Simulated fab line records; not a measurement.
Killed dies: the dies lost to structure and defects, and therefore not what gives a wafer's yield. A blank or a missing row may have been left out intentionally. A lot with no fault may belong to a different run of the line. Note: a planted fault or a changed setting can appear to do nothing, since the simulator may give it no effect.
fab line records    flow nandHarc
record lots=7  wafers=21  lastDay=30
route steps=1302 shown A_SGD_CUT@918 A_SLIT@922
lots that met no fault: from a run of the same line without faults
startH: the number of hours between the record's first day and the start of the first shown wafer of the lot    waitH: hours elapsed since this lot's preceding step    " repeats the value in the row above    L1.1+2: a row that stands for several wafers    - no value, or no start was given    * or withheld: withheld    < > ~ a bound
route shown NAME@n: names a module that has steps shown in the file, with the first one's number in the route    usual: mean/standard deviation of fault-free wafers    same: alike in all rows    chamber/n: place in a boat    sites: each site's reading    _std_site: standard deviation of those values    _edge_site: outer sites' mean less inner sites'    radiusMm: for every site, how far away it sits from the centre of the wafer    mask NAME#n: copy n    behind: the last tool/chamber to shape the wafer    hold: reason for holding the lot/hours on hold/outcome of the hold    device: the n, p or np transistor that did not switch    end of line: the route-end tests of the same wafers    step lacking rows: just its recipe    killed: dies that structure and defects cost at the first sort, which is not the same as the wafer's yield    map: a wafer's dies, marking killed ones x, the rest . and places with no die _
set.NAME: the setting as run; set.NAME@STEP: as run at that earlier step    model.NAME: the simulator's own value behind a step, which no gauge read
lots at selected steps of the route; one table per step, one row per wafer
services: from which hour (startH, from the record's first day; less than 0 if before it) a tool's chamber was out of use, for how many hours, and why
## steps
# step NHARC_A_SGD_CUT_ETCH_26
# recipe targetDepthA=458  chemistry=dHF  material=SiO2
# step NHARC_A_SGD_CUT_ETCHBACK_24
# recipe targetDepthA=500  overEtchFrac=0.3  timeS=92.857  ionEnergyEv=120  ch3fFlowSccm=50  o2FlowSccm=30  arFlowSccm=200  rfW=500  biasW=100  chemistry=CH3F/O2
# step NHARC_A_SGD_CUT_STRIP_28
# recipe timeS=20  o2FlowSccm=500  arFlowSccm=0  biasW=0  chemistry=O2
# usual drypumpMotorCurrentA=5.8/0.44  o2FlowSccm=499.9/1.6  oesProductAu=1.001/0.0091  rfVppV=57.8/0.91  showerheadPlenumPTorr=3.55/0.15  throttleValvePct=17.037/0.0083
# same biasW=0
lot.wafer  tool        chamber  startH  waitH  drypumpMotorCurrentA  o2FlowSccm  oesProductAu  rfHoursCounterH  rfVppV  showerheadPlenumPTorr  throttleValvePct
L738.4     rieDiel-01  0        -       -      5.1                   500.3       1.019         8                58.8    3.53                   17.032
L738.6     "           1        "       "      5.3                   497.6       1.016         -                59.8    3.77                   17.036
L738.5     "           2        "       "      5.6                   499.5       1.004         -                58.6    3.68                   17.050
L750.2     rieDiel-01  1        -       -      5.3                   500.5       1.007         0                58.5    3.77                   17.039
L750.3     "           2        "       "      5.6                   499.2       1.011         0                58.8    3.68                   17.039
L750.5     "           0        "       "      5.2                   499.7       1.000         -                56.9    3.53                   17.027
L752.3     rieDiel-01  1        -       -      5.3                   499.4       1.007         1                59.8    3.77                   17.027
L752.2     "           2        "       "      5.6                   497.7       1.002         1                59.0    3.68                   17.026
L752.6     "           2        "       "      5.6                   500.8       0.993         -                59.7    3.68                   17.052
L753.2     rieDiel-01  2        -       -      5.6                   498.9       1.009         1                58.2    3.68                   17.035
L753.4     "           0        "       "      5.1                   497.7       1.010         1                59.1    3.53                   17.028
L753.5     "           2        "       "      5.6                   500.7       1.011         -                58.0    3.68                   17.024
L751.2     rieDiel-07  3        590.03  0.2    6.3                   499.7       0.998         3                58.2    3.34                   17.038
L751.3     "           1        "       "      5.8                   500.9       1.003         7                56.6    3.36                   17.028
L751.4     "           1        "       "      5.8                   500.5       0.992         -                57.3    3.36                   17.045
L755.1     rieDiel-01  3        -       -      6.0                   497.4       0.998         2                57.2    3.56                   17.032
L755.5     "           1        "       "      5.3                   500.7       1.007         -                57.3    3.77                   17.033
L755.6     "           2        "       "      5.6                   501.2       1.004         -                57.3    3.68                   17.031
L754.3     rieDiel-07  2        603.80  0.1    6.5                   500.8       0.997         6                56.6    3.57                   17.043
L754.1     "           1        "       "      5.8                   497.0       1.005         8                57.9    3.36                   17.037
L754.5     "           2        "       "      6.5                   500.6       0.987         -                56.8    3.57                   17.047
# step NHARC_A_SGD_CUT_INSPECT_25
# usual rawDefectCount=359/87
lot.wafer  tool              chamber  startH  waitH  rawDefectCount
L738.4     defectInspect-02  -        518.18  -      393
L738.5     "                 -        "       "      335
L738.6     "                 -        "       "      341
L750.2     defectInspect-02  -        580.62  -      291
L750.3     "                 -        "       "      203
L750.5     "                 -        "       "      194
L752.2     defectInspect-01  -        590.07  -      319
L752.3     "                 -        "       "      311
L752.6     "                 -        "       "      378
L753.2     defectInspect-01  -        590.12  -      347
L753.4     "                 -        "       "      279
L753.5     "                 -        "       "      445
L751.2     defectInspect-02  -        590.13  -      420
L751.3     "                 -        "       "      400
L751.4     "                 -        "       "      441
L755.1     defectInspect-02  -        603.87  -      332
L755.5     "                 -        "       "      328
L755.6     "                 -        "       "      333
L754.1     defectInspect-01  -        603.91  -      494
L754.3     "                 -        "       "      534
L754.5     "                 -        "       "      438
# step NHARC_A_SLIT_DEP_25
# recipe targetThkA=2000  tempC=400  pressureTorr=6.5  rfW=900  teosFlowSccm=161.4  flowSccm=2650  targetThkNm=200  gas=O2  material=SiO2
# usual chamberPressureTorr=6.499/0.013  heaterPowerW=527/79  throttleValvePct=15.9/0.4
lot.wafer  tool      chamber  startH  waitH  chamberPressureTorr  heaterPowerW  throttleValvePct
L738.5     pecvd-02  0        518.36  0.2    6.497                479           15.3
L738.6     "         1        "       "      6.498                544           16.3
L738.4     "         2        "       "      6.520                599           15.9
L750.3     pecvd-03  2        580.73  0.1    6.505                501           16.5
L750.2     "         0        "       "      6.508                572           15.7
L750.5     "         2        "       "      6.488                507           16.0
L752.2     pecvd-04  0        590.18  0.1    6.502                529           15.9
L752.3     "         1        "       "      6.501                445           16.0
L752.6     "         2        "       "      6.480                534           15.9
L753.2     pecvd-03  0        590.40  0.3    6.485                502           15.6
L753.4     "         0        "       "      6.525                508           15.6
L753.5     "         1        "       "      6.505                657           16.4
L751.3     pecvd-04  1        590.41  0.3    6.480                390           16.0
L751.2     "         2        "       "      6.498                469           15.6
L751.4     "         1        "       "      6.501                398           16.1
L754.3     pecvd-04  2        603.98  0.1    6.492                505           15.9
L754.1     "         1        "       "      6.507                435           15.9
L754.5     "         0        "       "      6.494                601           16.3
L755.1     pecvd-02  2        603.98  0.1    6.490                490           15.8
L755.6     "         1        "       "      6.502                673           15.8
L755.5     "         0        "       "      6.494                582           15.0
# step NHARC_A_SLIT_DEP_00
# recipe targetThkA=62000  tempC=400  material=aC
# step NHARC_A_SLIT_DEP_23
# recipe targetThkA=1000  targetThkNm=100  tempC=400  pressureTorr=3.5  flowSccm=200  rfW=350  material=SiON
# usual chamberPressureTorr=3.501/0.0076  heaterPowerW=715/83
lot.wafer  tool      chamber  startH  waitH  chamberPressureTorr  heaterPowerW
L738.6     pecvd-03  0        522.59  0.1    3.510                750
L738.4     "         1        "       "      3.496                774
L738.5     "         2        "       "      3.505                626
L750.2     pecvd-02  2        587.84  2.6    3.506                791
L750.3     "         1        "       "      3.494                748
L750.5     "         2        "       "      3.504                788
L752.3     pecvd-04  2        595.73  1.9    3.505                637
L752.2     "         0        "       "      3.503                765
L752.6     "         2        "       "      3.503                636
L753.2     pecvd-03  1        597.95  2.6    3.503                848
L753.4     "         1        "       "      3.501                859
L753.5     "         2        "       "      3.518                674
L751.2     pecvd-03  2        598.53  2.5    3.482                670
L751.3     "         1        "       "      3.520                844
L751.4     "         0        "       "      3.484                725
L755.1     pecvd-02  0        608.14  3.2    3.510                763
L755.5     "         1        "       "      3.494                917
L755.6     "         0        "       "      3.511                770
L754.3     pecvd-04  1        608.46  1.9    3.493                668
L754.1     "         2        "       "      3.505                624
L754.5     "         2        "       "      3.503                631
# step NHARC_A_SLIT_DEHYDRATE_01
# recipe tempC=150  timeS=120
# step NHARC_A_SLIT_HMDS_02
# recipe timeS=30
# step NHARC_A_SLIT_COAT_03
# recipe spinRpm=1500  resistThkNm=90
# step NHARC_A_SLIT_SOFTBAKE_04
# recipe tempC=105  timeS=55
# step NHARC_A_SLIT_EBR_05
# step NHARC_A_SLIT_EXPOSE_06
# recipe na=1.35  doseMj=60.82  maskId=SLIT
# usual exposureDoseMJCm2=60.80/0.059
lot.wafer  tool            chamber  startH  waitH  mask    exposureDoseMJCm2
L738.4     arfiScanner-03  0        523.05  -      SLIT#0  60.85
L738.5     "               0        "       "      SLIT#0  60.72
L738.6     "               0        "       "      SLIT#0  60.84
L750.2     arfiScanner-03  0        588.26  -      SLIT#0  55.61
L750.3     "               0        "       "      SLIT#0  55.70
L750.5     "               0        "       "      SLIT#0  55.71
L752.2     arfiScanner-03  0        596.14  -      SLIT#0  56.77
L752.3     "               0        "       "      SLIT#0  56.68
L752.6     "               0        "       "      SLIT#0  56.73
L753.2     arfiScanner-02  0        598.47  -      SLIT#0  60.75
L753.4     "               0        "       "      SLIT#0  60.77
L753.5     "               0        "       "      SLIT#0  60.84
L751.2     arfiScanner-03  0        599.07  -      SLIT#0  57.44
L751.3     "               0        "       "      SLIT#0  57.46
L751.4     "               0        "       "      SLIT#0  57.52
L755.1     arfiScanner-01  0        608.61  -      SLIT#0  60.87
L755.5     "               0        "       "      SLIT#0  60.73
L755.6     "               0        "       "      SLIT#0  60.79
L754.1     arfiScanner-02  0        609.00  -      SLIT#0  60.78
L754.3     "               0        "       "      SLIT#0  60.69
L754.5     "               0        "       "      SLIT#0  60.86
# step NHARC_A_SLIT_PEB_07
# recipe pebTempC=100  pebTimeS=65
# step NHARC_A_SLIT_DEVELOP_08
# recipe developTimeS=35  devTempC=23
# step NHARC_A_SLIT_CD_MEAS_09
# recipe targetCdNm=300  landingEnergyEv=500
# usual cdNm=299.9/0.4
lot.wafer  tool      chamber  startH  waitH  cdNm
L738.4     cdSem-01  0        523.18  -      299.9
L738.5     "         0        "       "      299.9
L738.6     "         0        "       "      299.6
L750.2     cdSem-03  0        588.39  -      296.2
L750.3     "         0        "       "      296.4
L750.5     "         0        "       "      295.8
L752.2     cdSem-03  0        596.28  -      297.2
L752.3     "         0        "       "      296.7
L752.6     "         0        "       "      296.4
L753.2     cdSem-01  0        598.61  -      299.7
L753.4     "         0        "       "      299.7
L753.5     "         0        "       "      299.5
L751.2     cdSem-01  0        599.21  -      296.7
L751.3     "         0        "       "      297.1
L751.4     "         0        "       "      296.7
L755.1     cdSem-01  0        608.75  -      300.0
L755.5     "         0        "       "      299.9
L755.6     "         0        "       "      299.8
L754.1     cdSem-01  0        609.14  -      300.1
L754.3     "         0        "       "      299.0
L754.5     "         0        "       "      299.9
# step NHARC_A_SLIT_OVL_MEAS_10
# usual overlayXNm=0.0/0.96  overlayYNm=-0.1/0.91
lot.wafer  tool        chamber  startH  waitH  overlayXNm  overlayYNm
L738.4     overlay-01  -        523.27  -      -0.1        -2.0
L738.5     "           -        "       "      -0.1        -1.9
L738.6     "           -        "       "      0.2         -1.7
L750.2     overlay-01  -        588.48  -      -0.3        0.5
L750.3     "           -        "       "      -0.3        0.0
L750.5     "           -        "       "      -0.4        0.0
L752.2     overlay-01  -        596.37  -      0.0         -0.2
L752.3     "           -        "       "      -0.5        -0.1
L752.6     "           -        "       "      -0.8        -0.8
L753.2     overlay-02  -        598.69  -      0.9         -0.1
L753.4     "           -        "       "      0.9         -0.1
L753.5     "           -        "       "      0.8         -0.2
L751.2     overlay-01  -        599.30  -      0.7         -1.1
L751.3     "           -        "       "      0.4         -0.5
L751.4     "           -        "       "      0.2         0.0
L755.1     overlay-01  -        608.84  -      -1.2        1.3
L755.5     "           -        "       "      -0.2        0.8
L755.6     "           -        "       "      -0.9        0.5
L754.1     overlay-02  -        609.23  -      -1.5        -1.8
L754.3     "           -        "       "      -2.2        -1.8
L754.5     "           -        "       "      -1.9        -2.0
# step NHARC_A_SLIT_INSPECT_11
# usual rawDefectCount=55/29
lot.wafer  tool              chamber  startH  waitH  rawDefectCount
L738.4     defectInspect-01  -        523.30  0.0    67
L738.5     "                 -        "       "      75
L738.6     "                 -        "       "      63
L750.2     defectInspect-01  -        588.52  0.0    23
L750.3     "                 -        "       "      15
L750.5     "                 -        "       "      26
L752.2     defectInspect-02  -        596.40  0.0    87
L752.3     "                 -        "       "      87
L752.6     "                 -        "       "      91
L753.2     defectInspect-01  -        598.73  0.0    32
L753.4     "                 -        "       "      15
L753.5     "                 -        "       "      23
L751.2     defectInspect-01  -        599.33  0.0    72
L751.3     "                 -        "       "      55
L751.4     "                 -        "       "      68
L755.1     defectInspect-01  -        608.88  0.0    46
L755.5     "                 -        "       "      49
L755.6     "                 -        "       "      62
L754.1     defectInspect-02  -        609.26  0.0    66
L754.3     "                 -        "       "      62
L754.5     "                 -        "       "      58
# step NHARC_A_SLIT_DESCUM_14
# recipe timeS=3  o2FlowSccm=200  arFlowSccm=0  biasPowerW=0  chemistry=O2
# usual drypumpMotorCurrentA=5.9/0.44  o2FlowSccm=200.0/0.6  oesProductAu=0.998/0.01  rfVppV=57.9/0.84  showerheadPlenumPTorr=1.95/0.066  throttleValvePct=11.311/0.01
lot.wafer  tool        chamber  startH  waitH  drypumpMotorCurrentA  o2FlowSccm  oesProductAu  rfHoursCounterH  rfVppV  showerheadPlenumPTorr  throttleValvePct
L738.4     rieDiel-11  3        523.36  0.1    6.4                   199.4       1.003         4.7              58.3    1.88                   11.306
L738.6     "           3        "       "      6.4                   199.9       1.002         -                58.5    1.88                   11.308
L738.5     "           0        "       "      5.6                   199.9       1.003         -                58.7    1.84                   11.314
L750.3     rieDiel-02  3        588.58  0.1    6.2                   199.9       0.993         0.1              58.8    1.93                   11.304
L750.2     "           0        "       "      6.1                   200.8       1.000         0.1              59.5    2.01                   11.318
L750.5     "           0        "       "      6.0                   200.1       1.015         -                58.5    2.01                   11.333
L752.2     rieDiel-04  1        596.46  0.1    5.0                   200.8       0.998         2.5              56.8    1.87                   11.316
L752.3     "           2        "       "      6.5                   200.1       0.984         1.9              57.0    1.90                   11.320
L752.6     "           2        "       "      6.5                   199.4       0.978         -                59.0    1.90                   11.307
L753.2     rieDiel-02  1        598.80  0.1    6.1                   200.8       1.005         1.4              57.9    1.92                   11.307
L753.4     "           2        "       "      6.1                   200.0       1.001         1.4              58.5    2.00                   11.316
L753.5     "           0        "       "      6.1                   200.0       1.011         -                58.9    2.01                   11.303
L751.3     rieDiel-04  2        599.39  0.1    6.5                   201.1       0.974         2.9              57.8    1.90                   11.308
L751.4     "           3        "       "      6.0                   199.9       0.990         2.9              57.3    2.05                   11.307
L751.2     "           0        "       "      6.1                   200.9       0.986         2.7              58.5    2.03                   11.310
L755.1     rieDiel-04  0        608.95  0.1    6.1                   200.3       0.979         3.9              58.9    2.03                   11.311
L755.6     "           3        "       "      6.0                   199.7       0.995         -                58.4    2.05                   11.313
L755.5     "           0        "       "      6.1                   201.1       0.982         -                58.4    2.03                   11.302
L754.3     rieDiel-02  1        609.32  0.1    6.1                   200.0       1.008         3.1              56.2    1.92                   11.307
L754.1     "           0        "       "      6.0                   200.5       1.015         3.1              58.1    2.01                   11.310
L754.5     "           1        "       "      6.1                   200.2       1.007         -                58.5    1.92                   11.311
# step NHARC_A_SLIT_ETCH_24
# recipe targetDepthA=1210  timeS=60.5  cf4FlowSccm=100  chf3FlowSccm=30  arFlowSccm=0  rfW=500  biasW=200  chemistry=CF4/CHF3
# usual biasW=200.0/0.62  drypumpMotorCurrentA=5.9/0.46  oesProductAu=0.958/0.018  rfVppV=371.3/1.8  showerheadPlenumPTorr=1.60/0.049  throttleValvePct=16.803/0.0089
lot.wafer  tool        chamber  startH  waitH  biasW  drypumpMotorCurrentA  oesProductAu  rfHoursCounterH  rfVppV  showerheadPlenumPTorr  throttleValvePct  model.A_SLIT.cdOffsetNm
L738.4     rieDiel-11  0        523.46  0.1    199.5  5.7                   0.962         4.6              368.3   1.51                   16.790            -0.9536
L738.6     "           2        "       "      200.5  5.7                   0.958         -                370.7   1.61                   16.794            -0.3436
L738.5     "           3        "       "      199.6  6.4                   0.955         -                370.2   1.55                   16.813            -0.6361
L750.2     rieDiel-02  2        588.66  0.1    201.2  6.1                   0.970         0.1              373.3   1.64                   16.812            -4.714
L750.3     "           3        "       "      199.3  6.1                   0.962         0.1              370.4   1.59                   16.802            -4.265
L750.5     "           3        "       "      199.3  6.1                   0.961         -                370.8   1.59                   16.802            -4.55
L752.2     rieDiel-04  3        596.56  0.1    199.8  6.0                   0.956         1.9              375.4   1.68                   16.815            -3.629
L752.3     "           0        "       "      199.9  6.1                   0.950         2.3              374.3   1.66                   16.785            -4.647
L752.6     "           2        "       "      201.3  6.5                   0.939         -                371.2   1.57                   16.788            -4.634
L753.4     rieDiel-02  2        598.88  0.1    200.0  6.1                   0.983         1.4              373.2   1.64                   16.804            -0.8874
L753.2     "           1        "       "      199.8  6.1                   0.974         1.4              369.8   1.58                   16.819            -0.238
L753.5     "           2        "       "      200.9  6.1                   0.968         -                373.0   1.64                   16.805            -0.865
L751.2     rieDiel-04  2        599.48  0.1    200.3  6.5                   0.940         2.9              371.1   1.57                   16.804            -4.514
L751.3     "           0        "       "      199.3  6.1                   0.957         2.7              373.8   1.66                   16.804            -4.283
L751.4     "           1        "       "      200.9  4.9                   0.958         3.0              369.9   1.54                   16.801            -2.57
L755.1     rieDiel-04  2        609.03  0.1    200.6  6.5                   0.964         3.6              370.5   1.57                   16.804            -0.2844
L755.5     "           1        "       "      200.4  5.0                   0.961         -                369.6   1.54                   16.794            0.6273
L755.6     "           2        "       "      199.9  6.5                   0.966         -                370.5   1.57                   16.806            -0.2335
L754.3     rieDiel-02  2        609.42  0.1    201.1  6.1                   0.949         2.8              371.3   1.64                   16.809            -1.554
L754.1     "           3        "       "      199.5  6.1                   0.968         2.9              372.3   1.59                   16.816            -0.386
L754.5     "           1        "       "      200.5  6.1                   0.960         -                370.9   1.58                   16.808            -0.3393
# step NHARC_A_SLIT_ETCH_15
# recipe targetDepthA=62000  overEtchFrac=0.3  timeS=1612  ionEnergyEv=150  o2FlowSccm=400  cosFlowSccm=20  arFlowSccm=0  rfW=500  biasW=300  chemistry=O2/COS
# usual biasW=299.9/0.96  drypumpMotorCurrentA=5.9/0.45  o2FlowSccm=399.9/1.2  oesProductAu=0.996/0.012  rfVppV=314.9/1.6  showerheadPlenumPTorr=3.17/0.099  throttleValvePct=28.329/0.0088
lot.wafer  tool        chamber  startH  waitH  biasW  drypumpMotorCurrentA  o2FlowSccm  oesProductAu  rfHoursCounterH  rfVppV  showerheadPlenumPTorr  throttleValvePct  model.A_SLIT.cdOffsetNm
L738.4     rieDiel-11  1        -       -      300.6  5.1                   399.4       0.991         4.8              315.6   3.19                   28.326            -0.3351
L738.6     "           1        "       "      301.3  5.1                   401.1       0.998         -                315.4   3.19                   28.328            0.3825
L738.5     "           2        "       "      297.4  5.7                   399.9       0.993         -                315.4   3.20                   28.323            -0.9821
L750.3     rieDiel-02  2        -       -      301.2  6.1                   398.6       0.999         0.3              316.3   3.25                   28.341            -4.627
L750.2     "           0        "       "      300.4  6.1                   400.2       1.017         0.4              316.9   3.27                   28.320            -4.948
L750.5     "           1        "       "      300.7  6.1                   399.7       0.999         -                314.6   3.13                   28.316            -5.114
L752.3     rieDiel-04  3        -       -      299.4  6.0                   400.3       0.982         2.2              316.5   3.34                   28.335            -4.946
L752.2     "           0        "       "      300.2  6.1                   397.7       0.976         2.5              316.7   3.30                   28.328            -4.207
L752.6     "           2        "       "      298.7  6.5                   397.1       0.971         -                313.7   3.11                   28.347            -5.172
L753.4     rieDiel-02  0        -       -      299.7  6.0                   401.3       1.014         1.5              315.2   3.27                   28.353            -0.9793
L753.2     "           2        "       "      300.7  6.1                   401.7       0.995         1.7              316.3   3.25                   28.326            -0.189
L753.5     "           1        "       "      300.1  6.1                   400.1       1.012         -                314.9   3.13                   28.328            -1.466
L751.2     rieDiel-04  3        -       -      299.9  6.0                   397.6       0.993         3.1              317.4   3.34                   28.341            -4.395
L751.4     "           0        "       "      298.6  6.1                   402.6       0.980         3.0              317.0   3.30                   28.342            -2.775
L751.3     "           2        "       "      300.3  6.5                   399.3       0.977         3.1              314.7   3.11                   28.346            -4.592
L755.1     rieDiel-04  1        -       -      300.8  4.9                   400.0       0.991         4.0              312.6   3.05                   28.333            -0.4154
L755.6     "           1        "       "      299.9  4.9                   397.0       0.984         -                314.2   3.05                   28.333            -0.2108
L755.5     "           2        "       "      299.0  6.5                   401.8       0.986         -                314.3   3.11                   28.329            0.2338
L754.1     rieDiel-02  1        -       -      299.9  6.1                   399.3       1.002         3.3              313.7   3.13                   28.334            -1.112
L754.3     "           3        "       "      300.4  6.1                   400.1       1.001         3.1              313.8   3.15                   28.313            -0.9511
L754.5     "           0        "       "      298.7  6.1                   399.5       1.015         -                316.6   3.27                   28.322            -0.8722
# step NHARC_A_SLIT_ETCH_17
# recipe biasV=900  sourceW=withheld  pressureMtorr=20  arFlowSccm=375  c4f8FlowSccm=83.3  o2FlowSccm=41.7  timeS=4254.5  targetDepthA=2.03e+05  chemistry=C4F8/O2/Ar
# usual drypumpMotorCurrentA=5.9/0.48  o2FlowSccm=41.68/0.14  showerheadPlenumPTorr=3.55/0.051  throttleValvePct=32.045/0.0091
lot.wafer  tool        chamber  startH  waitH  drypumpMotorCurrentA  o2FlowSccm  rfHoursCounterH  showerheadPlenumPTorr  throttleValvePct
L738.4     harEtch-01  0        526.45  -      6.2                   41.91       -                3.49                   32.045
L738.6     "           1        "       "      5.8                   41.48       -                3.59                   32.063
L738.5     "           0        "       "      6.2                   41.95       -                3.49                   32.038
L750.2     harEtch-01  1        590.25  -      5.8                   41.66       329              3.57                   32.030
L750.3     "           1        591.48  -      5.9                   41.74       -                3.57                   32.053
L750.5     "           0        593.32  -      6.2                   41.78       -                3.47                   32.047
L752.2     harEtch-01  0        598.31  -      6.2                   41.62       333              3.47                   32.046
L752.3     "           1        "       "      5.8                   41.58       -                3.57                   32.055
L752.6     "           1        600.11  -      5.8                   41.59       -                3.57                   32.049
L753.2     harEtch-02  1        600.06  -      5.1                   41.93       119              3.58                   32.046
L753.4     "           0        601.88  -      6.5                   41.70       -                3.58                   32.049
L753.5     "           1        "       "      5.1                   41.83       -                3.58                   32.045
L751.2     harEtch-01  0        601.49  -      6.2                   41.41       337              3.46                   32.042
L751.3     "           0        602.71  -      6.2                   41.73       -                3.47                   32.042
L751.4     "           1        "       "      5.8                   41.74       -                3.57                   32.044
L755.1     harEtch-02  1        610.20  -      5.1                   41.85       127              3.57                   32.037
L755.6     "           1        612.60  -      5.1                   41.95       -                3.57                   32.049
L755.5     "           0        "       "      6.5                   41.88       -                3.57                   32.044
L754.1     harEtch-01  0        610.58  -      6.2                   41.48       344              3.46                   32.033
L754.3     "           0        611.77  -      6.2                   41.63       -                3.46                   32.049
L754.5     "           1        613.56  -      5.8                   41.68       -                3.56                   32.051
## services
tool            chamber  startH  hours  kind
arfiScanner-03  -        494.16  1.2    repair
rieDiel-02      0        500.87  -      clean
rieDiel-02      1        500.87  -      clean
rieDiel-02      2        500.87  -      clean
rieDiel-02      3        500.87  -      clean
rieDiel-07      3        506.26  65.0   repair
pecvd-04        -        530.24  1.7    repair
rieDiel-04      -        531.90  9.0    pm
rieDiel-07      0        536.98  5.4    repair
arfiScanner-03  -        540.00  4.0    pm
rieDiel-07      2        544.57  20.0   repair
rieDiel-07      -        545.19  0.6    repair
rieDiel-01      1        546.57  4.1    repair
pecvd-03        -        547.20  13.0   pm
rieDiel-01      -        557.80  9.0    pm
rieDiel-07      0        560.46  70.7   repair
pecvd-02        0        562.56  5.1    repair
rieDiel-02      -        570.70  9.0    pm
rieDiel-04      0        571.88  9.3    repair
pecvd-02        -        589.00  13.0   pm
arfiScanner-01  -        596.00  4.0    pm
arfiScanner-01  -        606.04  0.6    repair
rieDiel-11      3        608.05  9.4    repair
rieDiel-11      -        609.50  9.0    pm
## key
firstSign step=NHARC_A_SLIT_EXPOSE_06  reading=exposureDoseMJCm2  direction=down  sigmas=71  usual=60.80  struck=56.63
effect step=NHARC_A_SLIT_CD_MEAS_09  reading=cdNm  direction=down  sigmas=8.5  usual=299.9  struck=296.6  through=controlLoop
modelEffect step=NHARC_A_SLIT_ETCH_24  value=A_SLIT.cdOffsetNm  without=-0.8483  struck=-4.201
modelEffect step=NHARC_A_SLIT_ETCH_15  value=A_SLIT.cdOffsetNm  without=-1.178  struck=-4.531
metAt NHARC_A_SLIT_EXPOSE_06
struckWafers L750.2,L750.3,L750.5,L751.2,L751.3,L751.4,L752.2,L752.3,L752.6
testerLeftOut L750,L751,L752
loopTrim step=NHARC_A_SLIT_EXPOSE_06  setting=dose  lots=L751,L752
onsetBetween 523.05 588.26
fault kind=processParameterDrift  tool=arfiScanner-03  chamber=-  onsetH=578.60  steps=NHARC_A_SLIT_EXPOSE_06  channel=doseMj  offset=-5.1523  shape=step  actsIn=theseRecipesOnly  stated=60.82
# testerLeftOut: of these lots the tester's yield and bins aren't shown, on N5 and GAA mostly nor the transistor test; their killed dies are dies lost to structure and defects alone, not to doping, threshold or leakage, so they don't give the yield
# loopTrim: a control loop set the setting to another value than it would have without faults
